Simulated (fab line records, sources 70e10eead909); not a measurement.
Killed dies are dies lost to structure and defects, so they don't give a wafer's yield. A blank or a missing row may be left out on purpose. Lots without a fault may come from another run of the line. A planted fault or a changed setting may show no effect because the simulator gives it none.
Which tool did it? | flow nand_harc | 13 lots, 39 wafers sampled, at 5 steps of a route of 1159

WHAT THE GAUGES READ, wafer by wafer
NHARC_END_SORT_01.
lot  | measured     | on        | defect_limited_yield (%) | killed_at_array | killed_at_other | killed_at_periphery | killed_dies | killed_open | killed_short | sort_bin_2_pct (%) | sort_bin_3_pct (%) | sort_bin_4_pct (%) | sort_n_pass | sort_rim_yield_pct (%) | sort_yield_pct (%)
L733 | day 19 09:55 | prober-01 | 97.9 97.3 96.9           | 12 16 16        | 0 0 0           | 2 2 5               | 14 18 21    | 3 4 2       | 4 2 4        | 0.1 0.4 0.6        | 0.30 0 0.15        | 1.6 2.2 2.4        | 663 659 656 | 99.1 100.0 95.3        | 97.9 97.3 96.9
L731 | day 19 16:53 | prober-01 | 97.2 97.6 96.5           | 15 15 19        | 0 0 0           | 4 1 5               | 19 16 24    | 2 3 4       | 2 0 3        | 1.0 0.9 1.0        | 0.30 0.15 0.15     | 1.5 1.3 2.4        | 658 661 653 | 98.1 100.0 99.1        | 97.2 97.6 96.5
L732 | day 19 19:31 | prober-02 | 95.6 95.1 95.0           | 30 32 28        | 0 0 0           | 0 1 6               | 30 33 34    | 2 3 3       | 0 2 4        | 1.0 1.8 1.6        | 0.44 0.44 0.44     | 3.0 2.7 3.0        | 647 644 643 | 99.1 98.1 97.2         | 95.6 95.1 95.0
L735 | day 20 23:11 | prober-01 | 85.5 94.5 93.5           | 95 32 40        | 1 0 3           | 2 5 1               | 98 37 44    | 3 1 1       | 1 1 4        | 5.0 2.4 1.8        | 4.87 0.30 0.44     | 4.6 2.8 4.3        | 579 640 633 | 84.0 97.2 97.2         | 85.5 94.5 93.5
L741 | day 22 07:52 | prober-02 | 86.6 95.7 95.1           | 91 29 30        | 0 0 0           | 0 0 3               | 91 29 33    | 0 2 5       | 0 4 3        | 5.6 1.6 1.8        | 4.43 0.15 0.44     | 3.4 2.5 2.7        | 586 648 644 | 86.8 97.2 99.1         | 86.6 95.7 95.1
L746 | day 23 02:46 | prober-02 | 96.6 96.3 96.0           | 19 24 24        | 0 0 0           | 4 1 3               | 23 25 27    | 4 2 2       | 1 2 1        | 0.3 0.7 1.2        | 0.15 0.30 0.30     | 3.0 2.7 2.5        | 654 652 650 | 95.3 96.2 98.1         | 96.6 96.3 96.0
L744 | day 23 10:44 | prober-01 | 94.2 92.6 94.8           | 34 45 34        | 1 0 0           | 4 5 1               | 39 50 35    | 2 8 5       | 1 3 3        | 1.6 3.1 1.8        | 0.44 0.15 0.44     | 3.7 4.1 3.0        | 638 627 642 | 95.3 96.2 98.1         | 94.2 92.6 94.8
L749 | day 23 11:34 | prober-02 | 91.6 93.1 93.6           | 56 45 39        | 0 1 0           | 1 1 4               | 57 47 43    | 1 2 5       | 3 4 1        | 3.5 2.5 1.6        | 0.59 0.59 0.30     | 4.3 3.8 4.4        | 620 630 634 | 97.2 100.0 97.2        | 91.6 93.1 93.6
L748 | day 24 02:16 | prober-01 | 96.5 96.3 97.2           | 19 16 16        | 0 0 0           | 5 9 3               | 24 25 19    | 4 3 2       | 4 4 5        | 0.7 1.3 0.4        | 0.44 0.30 0.44     | 2.4 2.1 1.9        | 653 652 658 | 96.2 95.3 96.2         | 96.5 96.3 97.2
L752 | day 24 03:07 | prober-02 | 94.2 94.5 96.9           | 35 33 20        | 0 0 0           | 4 4 1               | 39 37 21    | 3 2 0       | 3 2 0        | 1.6 1.3 1.5        | 0.30 0.15 0.30     | 3.8 4.0 1.3        | 638 640 656 | 98.1 98.1 99.1         | 94.2 94.5 96.9
L753 | day 24 10:02 | prober-01 | 94.2 95.1 93.9           | 33 28 34        | 0 0 0           | 6 5 7               | 39 33 41    | 4 0 2       | 1 0 2        | 0.9 1.5 1.8        | 0.15 0 0           | 4.7 3.4 4.3        | 638 644 636 | 95.3 98.1 94.3         | 94.2 95.1 93.9
L751 | day 24 17:50 | prober-01 | 92.0 93.8 94.7           | 47 39 32        | 0 0 0           | 7 3 4               | 54 42 36    | 4 1 4       | 4 1 0        | 3.1 1.6 1.2        | 0 0.44 0.15        | 4.9 4.1 4.0        | 623 635 641 | 95.3 97.2 96.2         | 92.0 93.8 94.7
L754 | day 24 14:40 | prober-02 | 93.9 92.6 93.6           | 35 44 34        | 1 1 6           | 5 5 3               | 41 50 43    | 6 4 2       | 3 3 0        | 1.9 3.2 2.2        | 0.30 0.44 0        | 3.8 3.7 4.1        | 636 627 634 | 98.1 92.5 98.1         | 93.9 92.6 93.6

WHICH TOOL RAN EACH LOT (tool, then ch and the chambers of the sampled wafers, then the start)
lot  | NHARC_A_M1_PRE_CLEAN_30      | NHARC_THIN_TSV_CMP_01         | NHARC_THIN_TSV_STRIP_45              | NHARC_THIN_TSV_DEGAS_53
L733 | pvd_sputter-02, day 17 23:31 | cmp-04 ch 1,2, day 18 16:15   | plasma_asher-02 ch 0,1, day 18 19:32 | pvd_sputter-03, day 18 23:38
L731 | pvd_sputter-02, day 18 00:59 | cmp-01 ch 1,3, day 18 17:26   | plasma_asher-02 ch 0,1, day 18 21:03 | pvd_sputter-02, day 19 01:11
L732 | pvd_sputter-03, day 18 05:50 | cmp-01 ch 0,2,3, day 19 00:12 | plasma_asher-02 ch 0,1, day 19 02:50 | pvd_sputter-02, day 19 06:34
L735 | pvd_sputter-02, day 19 11:34 | cmp-01 ch 0,2, day 20 04:34   | plasma_asher-01 ch 0,1, day 20 06:56 | pvd_sputter-01, day 20 10:42
L741 | pvd_sputter-02, day 20 18:31 | cmp-02 ch 0,2,3, day 21 16:18 | plasma_asher-02 ch 0, day 21 18:43   | pvd_sputter-02, day 21 22:27
L746 | pvd_sputter-03, day 21 12:19 | cmp-01 ch 0,3, day 22 09:45   | plasma_asher-01 ch 0,1, day 22 12:08 | pvd_sputter-02, day 22 15:55
L744 | pvd_sputter-01, day 21 21:31 | cmp-01 ch 1,3, day 22 18:31   | plasma_asher-02 ch 0,1, day 22 20:53 | pvd_sputter-01, day 23 00:41
L749 | pvd_sputter-03, day 21 22:34 | cmp-01 ch 0,3, day 22 19:41   | plasma_asher-01 ch 0,1, day 22 22:10 | pvd_sputter-01, day 23 02:05
L748 | pvd_sputter-03, day 21 23:05 | cmp-02 ch 0,1,2, day 22 23:17 | plasma_asher-02 ch 0,1, day 23 01:37 | pvd_sputter-01, day 23 05:21
L752 | pvd_sputter-03, day 22 12:35 | cmp-01 ch 1,2,3, day 23 06:37 | plasma_asher-01 ch 0,1, day 23 09:01 | pvd_sputter-01, day 23 12:42
L753 | pvd_sputter-02, day 22 21:29 | cmp-02 ch 1,2,3, day 23 16:08 | plasma_asher-02 ch 0,1, day 23 18:32 | pvd_sputter-01, day 23 22:13
L751 | pvd_sputter-03, day 23 02:59 | cmp-01 ch 0,1,2, day 23 21:44 | plasma_asher-01 ch 0,1, day 23 23:57 | pvd_sputter-01, day 24 03:46
L754 | pvd_sputter-02, day 23 06:18 | cmp-01 ch 0,1, day 23 22:55   | plasma_asher-02 ch 0,1, day 24 01:17 | pvd_sputter-03, day 24 05:02
- NHARC_A_M1_PRE_CLEAN_30: time 30 s.
- NHARC_THIN_TSV_CMP_01: polishes.
- NHARC_THIN_TSV_STRIP_45: strips in O2.
- NHARC_THIN_TSV_DEGAS_53: time 60 s.

WHAT THE TOOLS THEMSELVES READ (means of the sampled wafers that have a number; where no wafer has one, the mark that the record gives instead)
NHARC_A_M1_PRE_CLEAN_30.
lot  | tool           | heater_power_w (W)
L733 | pvd_sputter-02 | 392
L731 | pvd_sputter-02 | 405
L732 | pvd_sputter-03 | 389
L735 | pvd_sputter-02 | 402
L741 | pvd_sputter-02 | 388
L746 | pvd_sputter-03 | 387
L744 | pvd_sputter-01 | 415
L749 | pvd_sputter-03 | 408
L748 | pvd_sputter-03 | 404
L752 | pvd_sputter-03 | 385
L753 | pvd_sputter-02 | 399
L751 | pvd_sputter-03 | 392
L754 | pvd_sputter-02 | 412

NHARC_THIN_TSV_CMP_01.
lot  | tool   | motor_current_A (A)
L733 | cmp-04 | 13.7
L731 | cmp-01 | 11.4
L732 | cmp-01 | 12.5
L735 | cmp-01 | 13.7
L741 | cmp-02 | 10.9
L746 | cmp-01 | 12.2
L744 | cmp-01 | 11.4
L749 | cmp-01 | 12.2
L748 | cmp-02 | 10.8
L752 | cmp-01 | 11.8
L753 | cmp-02 | 11.1
L751 | cmp-01 | 13.2
L754 | cmp-01 | 12.5

NHARC_THIN_TSV_STRIP_45.
lot  | tool            | drypump_motor_current_A (A) | heater_power_w (W)
L733 | plasma_asher-02 | 5.60                        | 345
L731 | plasma_asher-02 | 5.60                        | 343
L732 | plasma_asher-02 | 5.62                        | 337
L735 | plasma_asher-01 | 5.86                        | 315
L741 | plasma_asher-02 | 5.80                        | 352
L746 | plasma_asher-01 | 5.75                        | 296
L744 | plasma_asher-02 | 5.60                        | 340
L749 | plasma_asher-01 | 5.82                        | 312
L748 | plasma_asher-02 | 5.45                        | 339
L752 | plasma_asher-01 | 5.77                        | 300
L753 | plasma_asher-02 | 5.61                        | 341
L751 | plasma_asher-01 | 5.84                        | 310
L754 | plasma_asher-02 | 5.43                        | 330

NHARC_THIN_TSV_DEGAS_53.
lot  | tool           | heater_power_w (W)
L733 | pvd_sputter-03 | 434
L731 | pvd_sputter-02 | 437
L732 | pvd_sputter-02 | 456
L735 | pvd_sputter-01 | 476
L741 | pvd_sputter-02 | 439
L746 | pvd_sputter-02 | 456
L744 | pvd_sputter-01 | 460
L749 | pvd_sputter-01 | 455
L748 | pvd_sputter-01 | 464
L752 | pvd_sputter-01 | 455
L753 | pvd_sputter-01 | 440
L751 | pvd_sputter-01 | 433
L754 | pvd_sputter-03 | 472

THE ANSWER, worked out from the rows above alone
Rule: what is usual is taken from the lots themselves. Put in order of their means at a reading, lots are off if they are a third of the lots or fewer, leave a main group of 4 or more, and stand apart from it by a gap of 3 or more times the standard deviation of the main group's means; of several such gaps the widest counts. A main group whose means are all the same, to the digits that the tables above print for the reading, isn't used. A lot without any number at a reading at which 4 lots or more have one is off too. The other lots that the step has rows for count as sound. The gauges are gone through in route order, then the tools' own readings, and for those a lot's mean is taken as printed above. The first step at which some lot is off is used, and at that step the reading that is off furthest; a lot without a number counts as furthest.
Off: L735, L741, at NHARC_END_SORT_01 (sort_bin_3_pct). The main group: mean 0.27 %, standard deviation 0.13.
A tool fits if, at a process step before that reading, it ran every lot that is off, and no sound lot after the first of them. The gauges at NHARC_END_SORT_01 are tried like those tools. None of those tried fits.

WHAT THE SIMULATOR HAD PUT IN
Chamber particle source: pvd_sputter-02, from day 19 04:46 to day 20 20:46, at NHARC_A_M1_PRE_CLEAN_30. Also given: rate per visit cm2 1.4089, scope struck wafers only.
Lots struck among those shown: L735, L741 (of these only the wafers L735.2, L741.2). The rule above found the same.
